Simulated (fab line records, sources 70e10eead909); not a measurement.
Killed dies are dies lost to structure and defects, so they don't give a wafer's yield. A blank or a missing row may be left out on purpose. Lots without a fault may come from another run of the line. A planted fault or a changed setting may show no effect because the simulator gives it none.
Chamber matching | flow nand_harc | NHARC_A_WL_FILL_ALD_02 on ald_metal-03: 4 sister chambers
The step deposits TiN, target thk 2 nm, pulse time 3 s, ald cycles 100. 4 wafers are shown with their chamber, then 10 later ones without.

WAFERS WITH THEIR CHAMBER
wafer  | chamber | heater_power_w (W)
L086.1 | 0       | 1183
L086.3 | 1       | 1294
L087.1 | 3       | 1148
L087.4 | 2       | 838

WAFERS WITHOUT THEIR CHAMBER
wafer  | heater_power_w (W)
L087.6 | 848
L089.1 | 835
L089.3 | 1173
L089.6 | 1301
L089.2 | 1129
L089.4 | 1320
L089.5 | 1161
L092.4 | 1299
L092.5 | 1266
L092.6 | 1179

WHICH CHAMBER EACH WENT THROUGH
wafer  | from the rows above     | in truth
L087.6 | 2                       | 2
L089.1 | 2                       | 2
L089.3 | can't be placed: 0 or 3 | 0
L089.6 | 1                       | 1
L089.2 | 3                       | 3
L089.4 | 1                       | 1
L089.5 | can't be placed: 3 or 0 | 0
L092.4 | 1                       | 1
L092.5 | 1                       | 1
L092.6 | can't be placed: 0 or 3 | 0
Placed correctly: 7 of 10. Can't be placed from these rows: 3 (the true chamber is among the candidates in 3). Placed wrongly: 0.
How it was worked out, from the rows above alone: a wafer's distance from a chamber is the root of the sum, over the readings, of the square of ((its reading less the chamber's mean) divided by the reading's scatter). The wafer belongs to the nearest chamber; if the next one is less than 2 further off, it can't be placed. A chamber's mean is the mean of its shown wafers. The scatter: with one shown wafer a chamber, the root of the mean of the squares of how far each hidden wafer lies from its nearest shown one.
